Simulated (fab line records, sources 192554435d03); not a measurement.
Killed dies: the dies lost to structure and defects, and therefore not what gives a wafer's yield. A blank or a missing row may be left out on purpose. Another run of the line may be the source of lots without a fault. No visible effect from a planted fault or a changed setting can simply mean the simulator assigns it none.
Which tool did it? -- flow n5-finfet -- 10 lots, 29 wafers sampled, at 5 steps of a route of 1938

== WHAT THE GAUGES SHOWED, per wafer ==
N5_BEOL_M4_RC_MEAS_101. Usual: DIBL_N 36.7 mV/V, standard deviation 2.4; DIBL_P 37.4 mV/V, standard deviation 2.9; IOFF_N 0.18 nA/um, standard deviation 0.05; IOFF_P 0.23 nA/um, standard deviation 0.058; ION_N 683 uA/um, standard deviation 16; ION_P 467 uA/um, standard deviation 11; SS_N 71.7 mV/dec, standard deviation 0.77; SS_P 73.5 mV/dec, standard deviation 0.87; VT_N 249 mV, standard deviation 4.3; VT_P -250 mV, standard deviation 4.4.
lot,measured,on,DIBL_N (mV/V),DIBL_P (mV/V),IOFF_N (nA/um),IOFF_P (nA/um),ION_N (uA/um),ION_P (uA/um),SS_N (mV/dec),SS_P (mV/dec),VT_N (mV),VT_P (mV),flag
L723,day 7 13:15,prober-01,38.7 35.2 33.1,41.7 37.8 33.2,0.22 0.16 0.11,0.29 0.22 0.14,691 671 657,467 461 456,72.6 71.3 71.1,75.5 73.5 72.6,244 251 254,-248 -251 -257,
L724,day 8 08:13,prober-02,35.9 35.8 38.7,34.4 36.3 38.9,0.14 0.16 0.21,0.17 0.21 0.25,669 697 704,455 481 479,71.1 71.3 71.7,72.3 73.1 74.3,254 247 247,-253 -251 -248,
L725,day 8 05:15,prober-01,40.3 39.0 38.0,40.8 38.0 38.5,0.21 0.17 0.17,0.26 0.21 0.23,705 685 665,477 461 456,72.5 72.2 71.6,74.6 73.5 73.4,248 250 250,-248 -254 -252,
L727,day 8 22:30,prober-01,37.9 33.1 34.5,36.9 32.0 32.7,0.17 0.11 0.12,0.20 0.14 0.14,657 679 660,450 458 447,72.0 71.3 70.7,73.5 71.7 72.0,251 252 257,-251 -257 -256,
L728,day 9 03:58,prober-01,36.8 39.4 35.4,38.4 42.4 37.2,0.15 0.25 0.14,0.23 0.32 0.21,665 709 668,467 489 464,71.2 73.4 71.2,74.1 74.4 74.1,253 245 254,-250 -246 -254,
L729,day 9 09:02,prober-01,36.1 37.2 36.5,36.6 36.7 36.5,0.17 0.17 0.17,0.26 0.24 0.24,687 664 688,481 454 474,71.3 72.0 71.9,73.1 73.6 73.3,246 249 249,-246 -246 -248,
L736,day 11 04:23,prober-01,39.9 40.1,40.6 41.1,0.24 0.24,0.30 0.30,686 701,472 468,72.7 73.2,74.0 74.5,245 249,-245 -246,
L737,day 11 11:25,prober-02,40.2 36.4 40.9,40.8 36.5 42.7,0.23 0.16 0.29,0.29 0.22 0.33,690 691 711,473 476 480,73.1 71.3 72.8,74.3 72.9 74.5,243 247 238,-246 -249 -242,
L740,day 11 20:03,prober-02,34.8 32.5 34.2,37.0 34.5 36.5,0.14 0.11 0.13,0.21 0.17 0.19,662 665 658,461 463 460,71.4 70.2 70.7,73.7 72.6 73.0,254 258 255,-249 -253 -252,
L743,day 12 21:37,prober-01,37.9 34.5 35.7,40.9 35.3 38.1,0.19 0.13 0.16,0.23 0.15 0.19,669 664 666,459 449 449,72.2 71.4 71.5,73.8 72.8 73.4,248 251 247,-251 -256 -254,

== WHAT TOOL EACH LOT RAN ON (gives the tool, then ch and the chambers of the sampled wafers, and finally the start) ==
lot,N5_HKMG_FIN_STRIP_19,N5_HKMG_FIN_ETCHBACK_68,N5_HKMG_FIN_ALD_72,N5_HKMG_FIN_CMP_94
L723,"plasma-asher-02 ch 0,1, day 4 06:09","rie-metal-03 ch 0,1, day 4 08:13","cvd-w-02 ch 0,1, day 4 09:05","cmp-04 ch 1,2,3, day 4 09:44"
L724,"plasma-asher-01 ch 0,1, day 4 15:19","rie-metal-02 ch 0,1, day 4 17:21","cvd-w-02 ch 0,1, day 4 18:13","cmp-01 ch 0,1,3, day 4 18:50"
L725,"plasma-asher-01 ch 0,1, day 4 16:05","rie-metal-02 ch 0,1, day 4 18:19","cvd-w-01 ch 0,1, day 4 19:11","cmp-01 ch 0,2,3, day 4 19:52"
L727,"plasma-asher-02 ch 0,1, day 5 03:41","rie-metal-01 ch 0,1, day 5 05:45","cvd-w-01 ch 0,1, day 5 06:38","cmp-01 ch 0,3, day 5 07:17"
L728,"plasma-asher-02 ch 0,1, day 5 08:46","rie-metal-01 ch 0,1, day 5 10:56","cvd-w-02 ch 0,1, day 5 11:52","cmp-01 ch 1,3, day 5 12:31"
L729,"plasma-asher-02 ch 0,1, day 5 20:22","rie-metal-02 ch 0,1, day 5 22:40","cvd-w-01 ch 0,1, day 5 23:34","cmp-01 ch 0,1,2, day 6 00:13"
L736,"plasma-asher-01 ch 0,1, day 7 12:28","rie-metal-02 ch 0, day 7 14:29","cvd-w-02 ch 0, day 7 15:22","cmp-02 ch 0,2, day 7 16:01"
L737,"plasma-asher-02 ch 0,1, day 7 18:08","rie-metal-03 ch 0,1, day 7 20:11","cvd-w-02 ch 0,1, day 7 21:04","cmp-01 ch 0,3, day 7 21:46"
L740,"plasma-asher-02 ch 0,1, day 8 09:00","rie-metal-02 ch 0, day 8 11:04","cvd-w-01 ch 0,1, day 8 12:02","cmp-04 ch 0,1,2, day 8 12:41"
L743,"plasma-asher-02 ch 0,1, day 9 08:28","rie-metal-03 ch 0,1, day 9 10:50","cvd-w-01 ch 1, day 9 11:47","cmp-04 ch 1,3, day 9 12:28"
- N5_HKMG_FIN_STRIP_19: strips in N2/H2, time 360 s.
- N5_HKMG_FIN_ETCHBACK_68: etches the open film in Cl2/Ar, stops on HfO2, target depth 0.5 nm.
- N5_HKMG_FIN_ALD_72: deposits W, target thk 2 nm, pulse time 1 s, purge time 2 s.
- N5_HKMG_FIN_CMP_94: polishes, stops on SiNx, t overpolish 4.7 s, target thk 43.299 nm.

== AS READ BY THE TOOLS THEMSELVES (means over the sampled wafers that have a number; for cases with no such wafer, the mark the record gives instead) ==
N5_HKMG_FIN_STRIP_19. Usual: drypump-motor-current-A 5.9 A, standard deviation 0.43; heater-power-w 449 W, standard deviation 42; n2-flow-sccm 1750 sccm, standard deviation 5.3.
lot,tool,drypump-motor-current-A (A),heater-power-w (W),n2-flow-sccm (sccm),flag
L723,plasma-asher-02,5.8,499,1755,
L724,plasma-asher-01,5.9,422,1753,
L725,plasma-asher-01,5.9,418,1752,
L727,plasma-asher-02,5.9,500,1749,
L728,plasma-asher-02,5.8,488,1745,
L729,plasma-asher-02,5.8,501,1752,
L736,plasma-asher-01,6.1,418,1749,
L737,plasma-asher-02,5.7,510,1749,
L740,plasma-asher-02,5.7,498,1756,
L743,plasma-asher-02,5.9,491,1747,

N5_HKMG_FIN_ETCHBACK_68. Usual: drypump-motor-current-A 5.8 A, standard deviation 0.53; mfc-ar-sccm 60.02 sccm, standard deviation 0.18; oes-product-au 0.71 a.u., standard deviation 0.1; throttle-valve-pct 21.06 %, standard deviation 0.23.
lot,tool,drypump-motor-current-A (A),mfc-ar-sccm (sccm),oes-product-au (a.u.),throttle-valve-pct (%),flag
L723,rie-metal-03,5.7,60.14,0.82,20.81,
L724,rie-metal-02,6.1,60.04,0.60,21.36,
L725,rie-metal-02,5.8,59.95,0.61,21.19,
L727,rie-metal-01,5.4,60.05,0.78,21.01,
L728,rie-metal-01,5.5,60.19,0.72,20.97,
L729,rie-metal-02,6.2,59.76,0.59,21.37,
L736,rie-metal-02,5.5,59.95,0.62,21.05,
L737,rie-metal-03,6.1,60.24,0.79,20.94,
L740,rie-metal-02,5.5,60.06,0.61,21.03,
L743,rie-metal-03,5.7,60.08,0.78,20.84,

N5_HKMG_FIN_ALD_72. Usual: chamber-pressure-Torr 7.501 Torr, standard deviation 0.016; heater-power-w 473 W, standard deviation 21; precursor-pulse-height-rel 0.999, standard deviation 0.021.
lot,tool,chamber-pressure-Torr (Torr),heater-power-w (W),precursor-pulse-height-rel,flag
L723,cvd-w-02,7.501,457,1.000,
L724,cvd-w-02,7.509,450,0.994,
L725,cvd-w-01,7.500,501,0.997,
L727,cvd-w-01,7.501,498,1.003,
L728,cvd-w-02,7.500,464,1.007,
L729,cvd-w-01,7.498,500,1.005,
L736,cvd-w-02,7.503,458,1.019,
L737,cvd-w-02,7.487,462,1.011,
L740,cvd-w-01,7.522,503,0.998,
L743,cvd-w-01,7.523,492,0.987,

N5_HKMG_FIN_CMP_94. Usual: 12.5 A for motor-current-A, sd 1.4.
lot,tool,motor-current-A (A),flag
L723,cmp-04,13.0,
L724,cmp-01,11.5,
L725,cmp-01,12.7,
L727,cmp-01,12.6,
L728,cmp-01,10.7,
L729,cmp-01,12.6,
L736,cmp-02,12.1,
L737,cmp-01,11.5,
L740,cmp-04,12.4,
L743,cmp-04,14.1,

== THE ANSWER, worked out from the rows above alone ==
Rule: a lot counts as off when the mean over its wafers that have a number is more than 3 standard deviations away from the usual mean. Also off: a lot with no number at a reading for which 4 or more lots have one. All remaining lots with rows at the step are treated as sound. After the gauges, taken in route order, come the tools' own readings; for these a lot's mean is taken, as printed above. The first step at which some lot is off is used, and at that step the reading that is off furthest; a lot without a number counts as furthest.
Across all readings shown, no lot is off: no conclusion can be drawn from this.

== WHAT THE SIMULATOR HAD INSERTED ==
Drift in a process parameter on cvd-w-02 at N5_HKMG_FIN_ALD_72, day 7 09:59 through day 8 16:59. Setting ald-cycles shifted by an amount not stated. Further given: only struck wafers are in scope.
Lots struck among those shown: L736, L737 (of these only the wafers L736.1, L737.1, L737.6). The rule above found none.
